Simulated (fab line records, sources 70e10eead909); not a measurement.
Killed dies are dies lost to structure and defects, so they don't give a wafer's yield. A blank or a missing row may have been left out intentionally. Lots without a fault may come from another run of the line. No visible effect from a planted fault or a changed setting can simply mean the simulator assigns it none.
fab line records	flow nand-harc
record: lots: 13	wafers: 39	last-day: 33
route steps=1302 shown A_CONTACT@1001 END@1302
lots that met no fault: from a run of the same line without faults
start-h: hours from the record's opening day to when the first of the lot's shown wafers began	wait-h: hours elapsed since this lot's preceding step	" unchanged from the row above	L1.1+2: one row covering several wafers at once	- no value, or no start given	* or withheld: withheld	< > ~ a bound
route shown NAME@n: a module of which the file shows steps, and the number in the route of the first	usual: the fault-free wafers' mean and standard deviation	same: alike in all rows	chamber/n: place in a boat	sites: readings site by site	_std_site: standard deviation of those values	_edge_site: inner sites' mean taken away from outer sites' mean	radius-mm: for every site, how far away it sits from the centre of the wafer	mask NAME#n: copy n	behind: tool/chamber where the wafer was last shaped	hold: what put the lot on hold/how long, in hours/how the hold closed	device: transistor that didn't switch, given as n, p or np	end of line: the same wafers' tests at the end of the route	step lacking rows: just its recipe	killed: at the first sort, the dies lost to defects and structure; wafer yield is something else	map: dies across one wafer; x = killed, . = not, _ = none there
set.NAME: the run value of the setting; set.NAME@STEP: its run value at that earlier step	model.NAME: the simulator's own value behind a step, which no gauge read
one table for each step of the route and one row for each wafer, over a sample of lots
services: when a tool's chamber went out of use (start-h, in hours from the record's first day, below 0 if earlier), for how many hours, and the reason
== steps ==
step: NHARC_A_CONTACT_ETCH_48
recipe: target-depth-a: 390	over-etch-frac: 0.3	time-s: 65	ion-energy-ev: 80	cf4-flow-sccm: 150	ar-flow-sccm: 0	rf-w: 300	bias-w: 100	chemistry: CF4
usual: bias-w: 100.0/0.34	drypump-motor-current-A: 5.4/0.52	mfc-ar-sccm: 0.007/0.0096	oes-product-au: 1.006/0.011	rf-vpp-V: 151.0/1.3	showerhead-plenum-p-Torr: 1.75/0.071	throttle-valve-pct: 13.285/0.0092
lot.wafer	tool	chamber	start-h	wait-h	bias-w	drypump-motor-current-A	mfc-ar-sccm	oes-product-au	rf-hours-counter-h	rf-vpp-V	showerhead-plenum-p-Torr	throttle-valve-pct
L786.4	rie-diel-07	3	508.60	0.1	99.6	5.1	0	0.989	1	151.4	1.75	13.288
L786.5	"	1	"	"	99.9	5.8	0	0.996	-	150.0	1.64	13.282
L786.6	"	2	"	"	99.7	5.3	0.015	1.021	-	152.1	1.77	13.291
L787.3	rie-diel-13	2	508.94	0.1	100.2	5.1	0	1.014	59	149.6	1.66	13.297
L787.4	"	1	"	"	99.5	5.7	0	1.004	58	151.2	1.74	13.287
L787.5	"	2	"	"	100.4	5.1	0	1.008	-	149.4	1.66	13.284
L791.1	rie-diel-04	1	527.01	0.2	99.8	4.8	0	0.986	57	151.5	1.74	13.253
L791.4	"	3	"	"	100.0	6.0	0.002	0.997	55	150.8	1.73	13.287
L791.5	"	2	"	"	100.1	6.2	0.025	1.003	-	152.5	1.86	13.278
L793.3	rie-diel-07	0	555.72	0.1	100.1	4.8	0.017	0.992	12	151.6	1.84	13.296
L793.2	"	2	"	"	100.1	5.4	0.015	1.012	12	151.3	1.76	13.303
L793.6	"	1	"	"	100.1	5.8	0	1.020	-	149.7	1.64	13.277
L794.2	rie-diel-13	2	569.95	0.1	100.4	5.0	0	1.025	13	150.1	1.66	13.266
L794.1	"	3	"	"	99.8	6.6	0	0.990	12	148.9	1.75	13.287
L794.5	"	0	"	"	99.7	5.9	0	1.022	-	150.0	1.67	13.289
L796.4	rie-diel-13	0	589.33	0.2	100.5	5.9	0	1.009	21	149.8	1.67	13.289
L796.3	"	1	"	"	99.9	5.7	0	1.005	21	151.2	1.74	13.298
L796.5	"	3	"	"	100.1	6.6	0	0.993	-	152.2	1.75	13.271
L797.1	rie-diel-07	1	596.48	0.1	99.9	5.8	0	1.020	17	150.3	1.64	13.297
L797.4	"	2	"	"	99.8	5.4	0.015	1.032	17	151.7	1.76	13.297
L797.6	"	0	"	"	99.9	4.8	0.017	1.005	-	153.6	1.83	13.282
L800.2	rie-diel-04	0	625.04	0.5	99.2	4.8	0.031	1.006	30	152.6	1.82	13.282
L800.4	"	2	"	"	100.0	6.2	0.025	1.001	24	152.3	1.85	13.287
L800.6	"	3	"	"	100.7	5.9	0.002	1.001	-	151.0	1.73	13.273
L799.3	rie-diel-07	2	628.81	0.1	99.8	5.4	0.015	1.019	25	151.1	1.76	13.276
L799.4	"	1	"	"	100.6	5.7	0	1.014	25	149.5	1.64	13.275
L799.5	"	2	"	"	99.7	5.4	0.015	1.014	-	150.5	1.76	13.284
L804.4	rie-diel-04	3	654.03	0.4	100.5	5.9	0.002	0.992	38	150.7	1.72	13.280
L804.1	"	0	"	"	100.3	4.9	0.031	0.994	42	152.3	1.82	13.278
L804.6	"	2	"	"	100.0	6.2	0.025	1.001	-	152.5	1.85	13.275
L803.4	rie-diel-13	3	656.82	0.1	99.7	6.6	0	1.009	44	149.4	1.74	13.278
L803.2	"	1	"	"	99.7	5.7	0	1.005	40	151.6	1.73	13.280
L803.6	"	3	"	"	100.3	6.6	0	0.998	-	151.7	1.74	13.276
L806.1	rie-diel-07	0	691.33	0.1	99.9	4.8	0.017	1.000	4	151.5	1.83	13.290
L806.2	"	1	"	"	99.8	5.7	0	0.997	5	153.5	1.91	13.288
L806.5	"	3	"	"	100.1	5.1	0	1.010	-	151.8	1.74	13.282
L809.2	rie-diel-04	1	724.05	0.1	99.9	4.8	0	1.016	4	151.2	1.72	13.288
L809.1	"	2	"	"	100.6	6.3	0.025	0.991	2	151.3	1.84	13.294
L809.3	"	3	"	"	99.8	6.0	0.002	1.019	2	152.7	1.72	13.289
step: NHARC_A_CONTACT_ETCH_114
recipe: source-w: withheld	pressure-mtorr: 20	bias-v: 3000	time-s: 190	target-depth-a: 18500	ar-flow-sccm: withheld	c4f8-flow-sccm: withheld	o2-flow-sccm: withheld	chemistry: C4F8/O2/Ar
lot.wafer	tool	chamber	start-h	wait-h	rf-hours-counter-h
L786.4	har-cap-etch-03	0	510.92	0.1	-
L786.6	"	0	"	"	-
L786.5	"	1	"	"	-
L787.3	har-cap-etch-02	1	511.27	0.1	-
L787.4	"	0	"	"	-
L787.5	"	0	"	"	-
L791.1	har-cap-etch-02	0	529.34	0.1	83
L791.4	"	1	"	"	-
L791.5	"	1	"	"	-
L793.2	har-cap-etch-01	0	558.19	0.1	11
L793.3	"	0	"	"	-
L793.6	"	0	"	"	-
L794.1	har-cap-etch-03	1	572.26	0.1	54
L794.2	"	0	"	"	54
L794.5	"	0	"	"	-
L796.3	har-cap-etch-02	0	591.67	0.1	-
L796.4	"	1	"	"	-
L796.5	"	0	"	"	-
L797.1	har-cap-etch-03	0	598.75	0.1	59
L797.4	"	0	"	"	-
L797.6	"	1	"	"	-
L800.2	har-cap-etch-03	1	627.33	0.1	65
L800.4	"	0	"	"	-
L800.6	"	1	"	"	-
L799.3	har-cap-etch-01	0	631.13	0.1	-
L799.4	"	1	"	"	-
L799.5	"	0	"	"	-
L804.1	har-cap-etch-02	0	656.55	0.1	107
L804.4	"	0	"	"	-
L804.6	"	0	"	"	-
L803.2	har-cap-etch-03	1	659.29	0.2	70
L803.4	"	0	"	"	-
L803.6	"	1	"	"	-
L806.2	har-cap-etch-01	1	693.59	0.1	36
L806.1	"	0	"	"	36
L806.5	"	0	"	"	-
L809.1	har-cap-etch-02	1	726.31	0.1	119
L809.2	"	0	"	"	119
L809.3	"	0	"	"	-
step: NHARC_A_CONTACT_ETCH_117
recipe: source-w: withheld	pressure-mtorr: 20	bias-v: 3000	time-s: 190	target-depth-a: 18500	ar-flow-sccm: withheld	c4f8-flow-sccm: withheld	o2-flow-sccm: withheld	chemistry: C4F8/O2/Ar
lot.wafer	tool	chamber	start-h	wait-h	rf-hours-counter-h
L786.4	har-cap-etch-03	0	511.43	0.1	-
L786.6	"	0	"	"	-
L786.5	"	1	"	"	-
L787.3	har-cap-etch-02	1	511.78	0.1	-
L787.4	"	0	"	"	-
L787.5	"	0	"	"	-
L791.1	har-cap-etch-02	0	529.85	0.1	84
L791.4	"	1	"	"	-
L791.5	"	1	"	"	-
L793.2	har-cap-etch-01	0	558.70	0.1	11
L793.3	"	0	"	"	-
L793.6	"	0	"	"	-
L794.1	har-cap-etch-03	1	572.77	0.1	55
L794.2	"	0	"	"	55
L794.5	"	0	"	"	-
L796.3	har-cap-etch-02	0	592.18	0.1	-
L796.4	"	1	"	"	-
L796.5	"	0	"	"	-
L797.1	har-cap-etch-03	0	599.26	0.1	60
L797.4	"	0	"	"	-
L797.6	"	1	"	"	-
L800.2	har-cap-etch-03	1	627.85	0.1	65
L800.4	"	0	"	"	-
L800.6	"	1	"	"	-
L799.3	har-cap-etch-01	0	631.64	0.1	-
L799.4	"	1	"	"	-
L799.5	"	0	"	"	-
L804.1	har-cap-etch-02	0	657.07	0.1	108
L804.4	"	0	"	"	-
L804.6	"	0	"	"	-
L803.2	har-cap-etch-03	1	659.97	0.2	71
L803.4	"	0	"	"	-
L803.6	"	1	"	"	-
L806.2	har-cap-etch-01	1	694.10	0.1	36
L806.1	"	0	"	"	36
L806.5	"	0	"	"	-
L809.1	har-cap-etch-02	1	726.83	0.1	119
L809.2	"	0	"	"	119
L809.3	"	0	"	"	-
step: NHARC_A_CONTACT_DEP_57
recipe: target-thk-a: 53000	temp-c: 400	material: aC
usual: susceptor-temp-C: 400.03/0.25	throttle-valve-pct: 34.999/0.009
lot.wafer	tool	chamber	start-h	wait-h	susceptor-temp-C	throttle-valve-pct
L787.3	acl-dep-01	0	517.00	-	400.02	34.998
L787.4	"	0	"	"	399.99	35.004
L787.5	"	0	"	"	399.88	34.998
L786.4	acl-dep-02	0	517.36	-	400.10	35.010
L786.5	"	0	"	"	400.48	34.998
L786.6	"	0	"	"	400.19	34.995
L791.1	acl-dep-01	0	535.38	-	400.16	34.998
L791.4	"	0	537.00	-	399.84	35.005
L791.5	"	0	"	"	399.93	34.989
L793.2	acl-dep-03	0	563.26	-	-	35.004
L793.3	"	0	"	"	-	35.000
L793.6	"	0	565.40	-	-	35.009
L794.1	acl-dep-02	0	576.59	-	400.37	35.006
L794.2	"	0	"	"	400.23	34.997
L794.5	"	0	578.76	-	400.41	34.989
L796.3	acl-dep-03	0	598.36	-	-	35.006
L796.4	"	0	"	"	-	34.996
L796.5	"	0	"	"	-	35.007
L797.1	acl-dep-02	0	602.98	-	-	34.993
L797.4	"	0	604.58	-	-	35.005
L797.6	"	0	605.65	-	-	34.993
L800.2	acl-dep-02	0	631.56	-	399.66	35.009
L800.4	"	0	632.64	-	400.00	34.986
L800.6	"	0	633.71	-	399.64	35.016
L799.3	acl-dep-03	-	635.84	-	-	-
L799.4	"	-	"	"	-	-
L799.5	"	-	"	"	-	-
L804.1	acl-dep-02	-	660.29	-	-	-
L804.4	"	-	661.90	-	-	-
L804.6	"	-	662.98	-	-	-
L803.2	acl-dep-01	-	664.27	-	-	-
L803.4	"	-	665.34	-	-	-
L803.6	"	-	666.41	-	-	-
L806.1	acl-dep-02	0	697.27	-	-	35.005
L806.2	"	0	"	"	-	35.022
L806.5	"	0	699.39	-	-	34.997
L809.1	acl-dep-03	0	730.11	-	400.37	35.006
L809.2	"	0	"	"	400.09	35.004
L809.3	"	0	"	"	400.38	34.996
step: NHARC_END_SORT_01
recipe: temp-c: 25
usual: defect-limited-yield: 91.6/2.4	killed-at-array: 52/16	killed-at-other: 0.8/0.98	killed-at-periphery: 4.2/2.9	killed-dies: 57/16	killed-open: 3.3/1.9	killed-short: 2.5/1.5	sort_bin_2_pct: 3.0/1	sort_bin_3_pct: 0.6/0.31	sort_bin_4_pct: 4.8/1.5	sort-n-pass: 620/16	sort-rim-yield-pct: 90/4.1	sort-yield-pct: 91.6/2.4
same: gross-dies: 677	sort_bin_5_pct[%]: 0	sort_bin_6_pct[%]: 0	sort_bin_7_pct[%]: 0	sort_bin_8_pct[%]: 0	sort-rim-n-gross: 106.00
lot.wafer	tool	chamber	start-h	wait-h	defect-limited-yield[%]	killed-at-array	killed-at-other	killed-at-periphery	killed-dies	killed-open	killed-short	sort_bin_2_pct[%]	sort_bin_3_pct[%]	sort_bin_4_pct[%]	sort-n-pass	sort-rim-yield-pct[%]	sort-yield-pct[%]
L787.3	prober-01	0	581.40	3.1	91.1	57	2	1	60	7	2	3.1	0.4	5.3	617	82	91.1
L787.4	prober-01	0	582.19	3.4	89.8	67	1	1	69	1	3	3.1	0.9	6.2	608	91	89.8
L787.5	prober-01	0	582.98	3.7	90.8	59	1	2	62	4	3	2.7	1.0	5.5	615	83	90.8
L786.4	prober-02	0	582.25	3.4	94.8	27	0	8	35	4	1	2.1	0.1	3.0	642	91	94.8
L786.5	prober-02	0	583.05	3.7	94.5	30	0	7	37	1	7	1.6	0.3	3.5	640	92	94.5
L786.6	prober-02	0	583.85	4.0	96.0	26	0	1	27	2	1	0.7	0.6	2.7	650	93	96.0
L791.1	prober-02	0	594.62	2.5	91.6	53	0	4	57	3	0	2.7	0.7	5.0	620	83	91.6
L791.4	prober-02	0	596.96	3.3	90.0	68	0	0	68	1	2	3.5	0.7	5.8	609	83	90.0
L791.5	prober-02	0	597.75	3.6	89.2	73	0	0	73	2	2	3.8	0.7	6.2	604	90	89.2
L793.2	prober-01	0	625.54	2.8	90.3	64	0	2	66	3	4	2.8	0.9	6.1	611	80	90.3
L793.3	prober-01	0	626.34	3.1	89.2	71	0	2	73	3	2	4.6	0.4	5.8	604	85	89.2
L793.6	prober-01	0	628.76	4.0	89.1	72	1	1	74	6	0	4.7	0.9	5.3	603	86	89.1
L794.1	prober-01	0	640.08	2.5	91.7	46	0	10	56	6	2	2.4	0.9	5.0	621	89	91.7
L794.2	prober-01	0	640.88	2.8	90.5	58	2	4	64	2	2	3.7	1.2	4.6	613	97	90.5
L794.5	prober-01	0	643.27	3.7	90.0	53	1	14	68	6	2	3.4	0.7	5.9	609	92	90.0
L796.3	prober-02	0	664.90	3.1	91.0	56	1	4	61	7	2	3.2	0.4	5.3	616	89	91.0
L796.4	prober-02	0	665.70	3.4	90.8	57	1	4	62	1	2	4.0	1.0	4.1	615	92	90.8
L796.5	prober-02	0	666.49	3.7	88.8	70	2	4	76	3	3	3.2	1.5	6.5	601	92	88.8
L797.1	prober-02	0	671.10	2.5	87.7	72	1	10	83	5	4	3.7	0.7	7.8	594	90	87.7
L797.4	prober-02	0	673.50	3.4	90.8	54	2	6	62	0	2	3.5	0.7	4.9	615	90	90.8
L797.6	prober-02	0	675.09	4.0	89.2	59	1	13	73	7	5	3.7	1.2	5.9	604	94	89.2
L800.2	prober-01	0	695.03	2.8	92.6	47	1	2	50	2	2	3.2	0.3	3.8	627	85	92.6
L800.4	prober-01	0	696.62	3.4	91.6	54	0	3	57	5	1	2.8	0.1	5.5	620	91	91.6
L800.6	prober-01	0	698.21	4.0	93.4	41	0	4	45	4	0	1.9	0.6	4.1	632	91	93.4
L806.1	prober-01	0	761.84	2.5	91.6	53	1	3	57	3	1	3.1	0.4	4.9	620	87	91.6
L806.2	prober-01	0	762.66	2.8	91.7	52	1	3	56	2	0	4.0	0.6	3.7	621	95	91.7
L806.5	prober-01	0	765.12	3.8	94.4	30	0	8	38	4	3	2.7	0.9	2.1	639	88	94.4
L809.1	prober-01	0	795.41	2.5	89.1	67	0	7	74	4	5	2.8	0.7	7.4	603	92	89.1
L809.2	prober-01	0	796.22	2.8	90.7	56	0	7	63	3	4	2.8	0.9	5.6	614	91	90.7
L809.3	prober-01	0	797.03	3.1	91.1	52	0	8	60	6	5	3.5	0.6	4.7	617	88	91.1
killed by level:class
L787.3 A_SLIT:chamber-film-flake=20 A_CHANNEL_HOLE_D1:chamber-film-flake=16 A_CHANNEL_HOLE_D2:chamber-film-flake=5 A_WL_FILL:chamber-film-flake=5 A_ONON_D1:geometric-particle:open=2 THIN_TSV:chamber-film-flake=2 P_M2:geometric-particle:open=1 A_CHANNEL_HOLE_D1:geometric-particle:open=1
L787.4 A_CHANNEL_HOLE_D1:chamber-film-flake=29 A_SLIT:chamber-film-flake=29 A_CHANNEL_HOLE_D2:chamber-film-flake=3 A_CONTACT:chamber-film-flake=2 A_ONON_D1:geometric-particle:short=1 A_CHANNEL_FILL_D1:geometric-particle:short=1 A_ONON_D2:geometric-particle:short=1 A_CHANNEL_FILL_D2:geometric-particle:open=1
L786.4 A_CHANNEL_HOLE_D2:chamber-film-flake=20 P_GATE:chamber-film-flake=5 P_GATE:geometric-particle:open=2 A_CHANNEL_HOLE_D1:chamber-film-flake=2 P_CONTACT:geometric-particle:open=1 A_ONON_D1:geometric-particle:open=1 A_CHANNEL_HOLE_D1:geometric-particle:short=1 A_CONTACT:chamber-film-flake=1
L787.5 A_SLIT:chamber-film-flake=22 A_CHANNEL_HOLE_D1:chamber-film-flake=19 A_WL_FILL:chamber-film-flake=5 A_CHANNEL_HOLE_D2:chamber-film-flake=3 A_CONTACT:chamber-film-flake=2 P_CONTACT:geometric-particle:open=1 A_ONON_D1:geometric-particle:short=1 A_CHANNEL_HOLE_D1:geometric-particle:short=1
L786.5 A_CHANNEL_HOLE_D2:chamber-film-flake=17 P_GATE:chamber-film-flake=5 A_DECK1_JOINT:geometric-particle:short=4 A_CHANNEL_HOLE_D1:chamber-film-flake=2 A_WL_FILL:chamber-film-flake=2 A_CHANNEL_HOLE_D2:geometric-particle:short=1 A_CHANNEL_FILL_D2:geometric-particle:short=1 A_WL_FILL:geometric-particle:open=1
L786.6 A_CHANNEL_HOLE_D2:chamber-film-flake=20 A_CHANNEL_HOLE_D1:chamber-film-flake=2 A_CHANNEL_FILL_D1:geometric-particle:open=1 A_DECK1_JOINT:geometric-particle:open=1 A_M1:geometric-particle:short=1 P_GATE:chamber-film-flake=1 A_DECK1_JOINT:chamber-film-flake=1
L791.1 A_CHANNEL_HOLE_D1:chamber-film-flake=18 A_SLIT:chamber-film-flake=17 A_CHANNEL_HOLE_D2:chamber-film-flake=7 A_BONDPAD:chamber-film-flake=5 A_CHANNEL_FILL_D1:chamber-film-flake=2 A_CONTACT:chamber-film-flake=2 P_M0:geometric-particle:open=1 A_SOURCE_PLATE:geometric-particle:open=1
L791.4 A_SLIT:chamber-film-flake=30 A_CHANNEL_HOLE_D1:chamber-film-flake=19 A_CHANNEL_HOLE_D2:chamber-film-flake=9 A_CHANNEL_FILL_D1:chamber-film-flake=3 A_CONTACT:chamber-film-flake=2 A_BONDPAD:chamber-film-flake=2 A_CHANNEL_HOLE_D1:geometric-particle:short=1 A_CHANNEL_FILL_D2:geometric-particle:open=1
L791.5 A_CHANNEL_HOLE_D1:chamber-film-flake=25 A_SLIT:chamber-film-flake=19 A_CHANNEL_HOLE_D2:chamber-film-flake=12 A_BONDPAD:chamber-film-flake=6 A_CONTACT:chamber-film-flake=5 A_CHANNEL_FILL_D2:geometric-particle:short=1 A_CHANNEL_FILL_D2:geometric-particle:open=1 A_SGD_CUT:geometric-particle:short=1
L793.2 A_CHANNEL_HOLE_D1:chamber-film-flake=21 A_SLIT:chamber-film-flake=20 A_CHANNEL_HOLE_D2:chamber-film-flake=10 A_WL_FILL:geometric-particle:short=2 A_M0:geometric-particle:open=2 P_STI:chamber-film-flake=2 A_CHANNEL_FILL_D1:chamber-film-flake=2 A_CONTACT:chamber-film-flake=2
L793.3 A_CHANNEL_HOLE_D1:chamber-film-flake=30 A_SLIT:chamber-film-flake=22 A_CHANNEL_HOLE_D2:chamber-film-flake=10 P_M0:geometric-particle:open=2 A_WL_FILL:chamber-film-flake=2 A_ONON_D1:geometric-particle:short=1 A_CHANNEL_FILL_D1:geometric-particle:open=1 A_WL_FILL:geometric-particle:short=1
L793.6 A_CHANNEL_HOLE_D1:chamber-film-flake=31 A_SLIT:chamber-film-flake=21 A_CHANNEL_HOLE_D2:chamber-film-flake=8 A_M0:geometric-particle:open=3 A_WL_FILL:chamber-film-flake=3 A_CHANNEL_FILL_D1:geometric-particle:open=2 P_STI:chamber-film-flake=1 STARTING-WAFER:geometric-particle:open=1
L794.1 A_SLIT:chamber-film-flake=17 P_CONTACT:chamber-film-flake=9 A_CHANNEL_HOLE_D2:chamber-film-flake=8 A_WL_FILL:chamber-film-flake=5 A_CHANNEL_FILL_D2:geometric-particle:open=3 A_STAIRCASE:chamber-film-flake=3 A_CONTACT:chamber-film-flake=3 P_CONTACT:geometric-particle:open=1
L794.2 A_SLIT:chamber-film-flake=28 A_CHANNEL_HOLE_D2:chamber-film-flake=12 A_STAIRCASE:chamber-film-flake=5 P_CONTACT:chamber-film-flake=3 A_CHANNEL_HOLE_D1:chamber-film-flake=2 A_DECK1_JOINT:chamber-film-flake=2 A_WL_FILL:chamber-film-flake=2 A_M1:chamber-film-flake=2
L794.5 A_SLIT:chamber-film-flake=24 A_CHANNEL_HOLE_D2:chamber-film-flake=17 P_CONTACT:chamber-film-flake=10 A_STAIRCASE:chamber-film-flake=4 P_M1:geometric-particle:open=2 A_CHANNEL_FILL_D2:geometric-particle:open=2 A_CHANNEL_FILL_D1:chamber-film-flake=2 P_CONTACT:geometric-particle:short=1
L796.3 A_SLIT:chamber-film-flake=18 A_CHANNEL_HOLE_D2:chamber-film-flake=16 A_CONTACT:chamber-film-flake=6 P_CONTACT:chamber-film-flake=3 A_CHANNEL_HOLE_D1:chamber-film-flake=3 A_ONON_D2:geometric-particle:open=2 A_STAIRCASE:chamber-film-flake=2 A_BLC:chamber-film-flake=2
L796.4 A_SLIT:chamber-film-flake=30 A_CHANNEL_HOLE_D2:chamber-film-flake=12 A_STAIRCASE:chamber-film-flake=4 A_CONTACT:chamber-film-flake=4 P_CONTACT:chamber-film-flake=3 A_CHANNEL_HOLE_D1:chamber-film-flake=2 A_BLC:chamber-film-flake=2 A_CHANNEL_FILL_D1:geometric-particle:short=1
L796.5 A_SLIT:chamber-film-flake=31 A_CHANNEL_HOLE_D2:chamber-film-flake=14 A_CONTACT:chamber-film-flake=9 A_CHANNEL_HOLE_D1:chamber-film-flake=5 A_BLC:chamber-film-flake=4 P_CONTACT:chamber-film-flake=3 A_STAIRCASE:chamber-film-flake=2 P_CONTACT:geometric-particle:short=1
L797.1 A_SLIT:chamber-film-flake=39 A_CHANNEL_HOLE_D2:chamber-film-flake=13 P_BONDPAD:chamber-film-flake=7 A_CONTACT:chamber-film-flake=4 A_CHANNEL_FILL_D1:geometric-particle:short=3 P_STI:chamber-film-flake=3 A_ONON_D2:geometric-particle:open=2 A_CHANNEL_HOLE_D1:chamber-film-flake=2
L797.4 A_SLIT:chamber-film-flake=20 A_CHANNEL_HOLE_D2:chamber-film-flake=20 P_STI:chamber-film-flake=5 A_CHANNEL_HOLE_D1:chamber-film-flake=4 A_CONTACT:chamber-film-flake=3 A_BLC:chamber-film-flake=2 THIN_TSV:chamber-film-flake=2 A_SOURCE_PLATE:geometric-particle:short=1
L797.6 A_SLIT:chamber-film-flake=34 P_STI:chamber-film-flake=8 A_CHANNEL_HOLE_D2:chamber-film-flake=8 A_SOURCE_PLATE:geometric-particle:open=2 A_STAIRCASE:chamber-film-flake=2 P_M0:geometric-particle:open=1 P_M1:geometric-particle:open=1 A_ONON_D1:geometric-particle:open=1
L800.2 A_CHANNEL_HOLE_D1:chamber-film-flake=28 A_STAIRCASE:chamber-film-flake=4 A_SLIT:chamber-film-flake=3 A_WL_FILL:chamber-film-flake=3 A_CONTACT:chamber-film-flake=3 A_ONON_D1:geometric-particle:open=1 A_WL_FILL:geometric-particle:short=1 A_WL_FILL:geometric-particle:open=1
L800.4 A_CHANNEL_HOLE_D1:chamber-film-flake=39 A_STAIRCASE:chamber-film-flake=4 A_SLIT:chamber-film-flake=3 A_M0:geometric-particle:open=2 A_CONTACT:chamber-film-flake=2 P_M0:geometric-particle:open=1 A_WL_FILL:geometric-particle:short=1 A_BLC:geometric-particle:open=1
L800.6 A_CHANNEL_HOLE_D1:chamber-film-flake=22 A_STAIRCASE:chamber-film-flake=6 A_CONTACT:chamber-film-flake=3 A_CHANNEL_HOLE_D1:geometric-particle:open=2 P_ZERO_WELL:chamber-film-flake=2 A_DECK1_JOINT:chamber-film-flake=2 A_SLIT:chamber-film-flake=2 P_M1:geometric-particle:open=1
L806.1 A_SLIT:chamber-film-flake=27 A_CHANNEL_HOLE_D1:chamber-film-flake=17 P_GATE:chamber-film-flake=3 A_DECK1_JOINT:chamber-film-flake=2 A_DECK1_JOINT:geometric-particle:open=1 A_M0:geometric-particle:open=1 A_M0:geometric-particle:short=1 A_M1:geometric-particle:open=1
L806.2 A_SLIT:chamber-film-flake=34 A_CHANNEL_HOLE_D1:chamber-film-flake=10 A_CONTACT:chamber-film-flake=4 P_GATE:chamber-film-flake=2 A_STAIRCASE:chamber-film-flake=2 P_GATE:geometric-particle:open=1 A_CHANNEL_FILL_D2:geometric-particle:open=1 A_DECK1_JOINT:chamber-film-flake=1
L806.5 A_SLIT:chamber-film-flake=18 A_CHANNEL_HOLE_D1:chamber-film-flake=6 P_GATE:chamber-film-flake=3 P_GATE:geometric-particle:short=2 A_STAIRCASE:chamber-film-flake=2 A_CONTACT:chamber-film-flake=2 P_GATE:geometric-particle:open=1 P_CONTACT:geometric-particle:open=1
L809.1 A_SLIT:chamber-film-flake=35 A_CHANNEL_HOLE_D1:chamber-film-flake=16 P_ZERO_WELL:chamber-film-flake=4 A_STAIRCASE:chamber-film-flake=4 A_CONTACT:chamber-film-flake=3 A_CHANNEL_FILL_D2:geometric-particle:short=2 P_CONTACT:geometric-particle:open=1 P_M0:geometric-particle:open=1
L809.2 A_SLIT:chamber-film-flake=25 A_CHANNEL_HOLE_D1:chamber-film-flake=15 A_CONTACT:chamber-film-flake=6 P_ZERO_WELL:chamber-film-flake=4 A_STAIRCASE:chamber-film-flake=3 P_M0:geometric-particle:short=2 A_WL_FILL:chamber-film-flake=2 P_CONTACT:geometric-particle:open=1
L809.3 A_SLIT:chamber-film-flake=22 A_CHANNEL_HOLE_D1:chamber-film-flake=13 P_ZERO_WELL:chamber-film-flake=5 A_CONTACT:chamber-film-flake=4 A_CHANNEL_FILL_D1:geometric-particle:open=2 A_CHANNEL_FILL_D2:geometric-particle:short=2 A_WL_FILL:chamber-film-flake=2 P_M0:geometric-particle:open=1
== services ==
tool	chamber	start-h	hours	kind
har-cap-etch-01	-	497.00	17.0	pm
har-cap-etch-01	0	497.00	17.0	vent-cycle
har-cap-etch-01	1	497.00	17.0	vent-cycle
rie-diel-07	0	504.80	-	clean
rie-diel-07	1	504.80	-	clean
rie-diel-07	2	504.80	-	clean
rie-diel-07	3	504.80	-	clean
har-cap-etch-01	0	514.00	-	clean
har-cap-etch-01	0	514.00	-	consumable-replace:focus-ring
har-cap-etch-01	1	514.00	-	clean
rie-diel-13	-	521.84	9.0	pm
rie-diel-07	0	529.33	-	clean
rie-diel-07	1	529.33	-	clean
rie-diel-07	2	529.33	-	clean
rie-diel-07	3	529.33	-	clean
rie-diel-04	-	531.98	9.0	pm
acl-dep-01	-	552.14	13.0	pm
acl-dep-02	-	608.07	13.0	pm
rie-diel-07	2	620.37	1.4	repair
rie-diel-07	-	648.30	9.0	pm
acl-dep-03	-	664.38	13.0	pm
rie-diel-04	-	666.79	1.2	repair
rie-diel-13	-	701.05	9.0	pm
rie-diel-04	-	708.98	9.0	pm
== key ==
first-sign: step: NHARC_A_CONTACT_DEP_57	reading: tool-record	direction: missing
effect none on later readings
met-at NHARC_A_CONTACT_DEP_57
struck-lots L799,L803,L804
scrapped-behind NHARC_A_CONTACT_INSPECT_10 L799.3,L799.4,L799.5,L803.2,L803.4,L803.6,L804.1,L804.4,L804.6
not-acting-at NHARC_A_CONTACT_ETCH_48,NHARC_A_CONTACT_ETCH_114,NHARC_A_CONTACT_ETCH_117
onset-between 631.56 635.84
fault: kind: skipped-step-whole	tool: acl-dep-01,acl-dep-02,acl-dep-03	chamber: -	onset-h: 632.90	steps: NHARC_A_CONTACT_DEP_57	scope: struck-lots-only
